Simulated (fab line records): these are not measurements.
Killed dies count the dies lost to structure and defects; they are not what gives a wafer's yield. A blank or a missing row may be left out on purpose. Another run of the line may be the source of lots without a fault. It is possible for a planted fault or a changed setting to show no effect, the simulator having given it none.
Comparing a struck lot with a sound one + flow nand harc + 15 out of 1302 route steps
Sound: the wafers L174.1, L174.5, L174.6. Struck: wafer L164.5 (L164.1, L164.4, from the same lot, were not struck and are left out); the cause is given at the end.
Per side, at each step with rows, come the tool, then ch with its chambers, and then its first start. Under that, the readings that differ: sound wafers + struck wafers + difference of the means + sigmas: that difference in standard deviations of wafers without a fault.
alike: a reading whose means differ by less than 2 such deviations, as well as words and numbers matching on both sides. not compared: withheld readings; readings where some wafer has no value; bounds like >300 that might hide an equal value; numbers whose values overlap and for which the record gives no deviation.
The two part at a step that has a row with sigmas, a row that says differs or no value, or rows on one side only. Numbers that have no deviation but don't overlap get no sigmas and don't part them. A reading that every wafer of one side lacks parts them only if that side has two wafers or more.

first, 8 steps without rows for these wafers: NHARC_P_M0_HMDS_02 (time 30 s); NHARC_P_M0_COAT_33 (time 65 s); NHARC_P_M0_COAT_03 (resist thk 90 nm); NHARC_P_M0_SOFTBAKE_04 (time 55 s); NHARC_P_M0_EBR_05; NHARC_P_M0_EXPOSE_06 (exposes mask P M0, target cd 90 nm); NHARC_P_M0_PEB_07 (peb time 65 s); NHARC_P_M0_DEVELOP_08 (develop time 35 s).
NHARC_P_M0_CD_MEAS_09 targets a cd of 90 nm.
  sound on cd sem-03 ch 0, day 12 01:23; struck on cd sem-01 ch 0, day 8 03:55
  alike: cd nm
NHARC_P_M0_OVL_MEAS_10: pitch 180 nm.
  sound: overlay-02 at day 12 01:28; struck: overlay-02 at day 8 04:00
  alike: overlay x nm, overlay y nm
NHARC_P_M0_INSPECT_11:
  sound: defect inspect-01 at day 12 01:30; struck: defect inspect-02 at day 8 04:02
  alike: raw defect count
NHARC_P_M0_DESCUM_14: chemistry O2, time 3 s.
  sound on rie diel-05 ch 1,2, day 12 01:34; struck on rie diel-05 ch 0, day 8 04:06
  alike: drypump motor current A, mfc ar sccm, oes product au, rf vpp V, showerhead plenum p Torr, throttle valve pct
  not compared: rf hours counter h
NHARC_P_M0_ETCH_34: etches the open film in N2/H2, target depth 40 nm, overetch 12 nm, time 43.94 s.
  sound on rie diel-05 ch 0,1,2, day 12 01:41; struck on rie diel-05 ch 0, day 8 04:12
| reading               | sound             | struck | difference | sigmas |
|-----------------------|-------------------|--------|------------|--------|
| oes product au (a.u.) | 1.010 0.999 1.012 | 0.858  | -0.149     | -16    |
  alike: drypump motor current A, h2 flow sccm, mfc ar sccm, rf vpp V, showerhead plenum p Torr, throttle valve pct
  not compared: rf hours counter h
NHARC_P_M0_ETCH_15: etches the open film in C4F8/Ar, target depth 150 nm, overetch 15 nm, time 82.5 s.
  sound: rie diel-05 ch 0,2; struck: rie diel-05 ch 2
  alike: oes product au, rf vpp V
  not compared: rf hours counter h
NHARC_END_SORT_01:
  the record has rows for the sound wafers here (prober-01 ch 0, day 30 13:16) and none for the struck ones

== WHERE THEY PART ==
Earliest at NHARC_P_M0_ETCH_34; latest, in this record, at NHARC_END_SORT_01.

WHY: whatever the simulator had introduced
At NHARC_P_M0_ETCH_34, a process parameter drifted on rie diel-05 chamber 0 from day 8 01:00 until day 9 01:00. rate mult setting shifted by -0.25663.
